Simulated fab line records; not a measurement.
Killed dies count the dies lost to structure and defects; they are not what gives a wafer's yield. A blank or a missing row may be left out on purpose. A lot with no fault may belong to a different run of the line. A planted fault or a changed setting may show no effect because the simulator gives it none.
Matching of chambers | flow n5-finfet | N5_BEOL_M0_SAQP_PECVD_04 on pecvd-04: 3 sister chambers
The step deposits a-Si from SiH4/He, target thk 60 nm, time 60.2 s. 6 wafers are shown with their chamber, then 7 later ones without.

## WAFERS, EACH WITH ITS CHAMBER
wafer  | chamber | showerhead-plenum-p-Torr (Torr) | heater-power-w (W)
L080.4 | 1       | 5.60                            | 540
L083.4 | 1       | 5.62                            | 561
L088.3 | 2       | 5.66                            | 584
L088.5 | 0       | 5.54                            | 647
L090.1 | 2       | 5.66                            | 606
L090.2 | 0       | 5.53                            | 653

## WAFERS WITH NO CHAMBER GIVEN
wafer  | showerhead-plenum-p-Torr (Torr) | heater-power-w (W)
L090.4 | 5.65                            | 594
L092.1 | 5.67                            | 612
L092.2 | 5.51                            | 668
L092.3 | 5.59                            | 555
L095.3 | 5.53                            | 675
L095.4 | 5.59                            | 569
L095.5 | 5.65                            | 620

## THE CHAMBER EACH PASSED THROUGH
wafer  | from the rows above | in truth
L090.4 | 2                   | 2
L092.1 | 2                   | 2
L092.2 | 0                   | 0
L092.3 | 1                   | 1
L095.3 | 0                   | 0
L095.4 | 1                   | 1
L095.5 | 2                   | 2
7 of 7 placed correctly. Not placeable from these rows: 0. Number placed wrongly: 0.
How it was worked out, from the rows above alone: a wafer's distance from a chamber is the root of the sum, over the readings, of the square of ((its reading less the chamber's mean) divided by the reading's scatter). The wafer belongs to the nearest chamber; if the next one is less than 2 further off, it can't be placed. Each chamber's mean is taken over the wafers shown for it. How the scatter is found: for the shown wafers, subtract from each reading the mean of its chamber, square and add these, divide the total by (wafers less chambers), then take the root.
